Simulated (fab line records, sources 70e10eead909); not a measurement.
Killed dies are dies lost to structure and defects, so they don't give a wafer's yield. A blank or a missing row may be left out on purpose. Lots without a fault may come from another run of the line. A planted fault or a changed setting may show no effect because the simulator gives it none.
Chamber matching | flow nand_harc | NHARC_A_CHANNEL_FILL_D2_ALD_25 on ald_hk-01: 4 sister chambers
The step deposits SiOx, target thk 60 nm, pulse time 10 s, ald cycles 600. 4 wafers are shown with their chamber, then 9 later ones without.

WAFERS WITH THEIR CHAMBER
wafer  | chamber | heater_power_w (W)
L087.4 | 1       | 442
L089.2 | 2       | 419
L089.3 | 3       | 393
L089.5 | 0       | 525

WAFERS WITHOUT THEIR CHAMBER
wafer  | heater_power_w (W)
L090.1 | 403
L090.2 | 423
L090.6 | 495
L094.1 | 412
L094.3 | 421
L094.4 | 488
L096.2 | 432
L096.5 | 419
L096.6 | 496

WHICH CHAMBER EACH WENT THROUGH
wafer  | from the rows above          | in truth
L090.1 | can't be placed: 3 or 2 or 1 | 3
L090.2 | can't be placed: 2 or 1 or 3 | 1
L090.6 | can't be placed: 0 or 1      | 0
L094.1 | can't be placed: 2 or 3 or 1 | 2
L094.3 | can't be placed: 2 or 1 or 3 | 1
L094.4 | can't be placed: 0 or 1 or 2 | 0
L096.2 | can't be placed: 1 or 2 or 3 | 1
L096.5 | can't be placed: 2 or 1 or 3 | 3
L096.6 | can't be placed: 0 or 1      | 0
Placed correctly: 0 of 9. Can't be placed from these rows: 9 (the true chamber is among the candidates in 9). Placed wrongly: 0.
How it was worked out, from the rows above alone: a wafer's distance from a chamber is the root of the sum, over the readings, of the square of ((its reading less the chamber's mean) divided by the reading's scatter). The wafer belongs to the nearest chamber; if the next one is less than 2 further off, it can't be placed. A chamber's mean is the mean of its shown wafers. The scatter: with one shown wafer a chamber, the root of the mean of the squares of how far each hidden wafer lies from its nearest shown one.
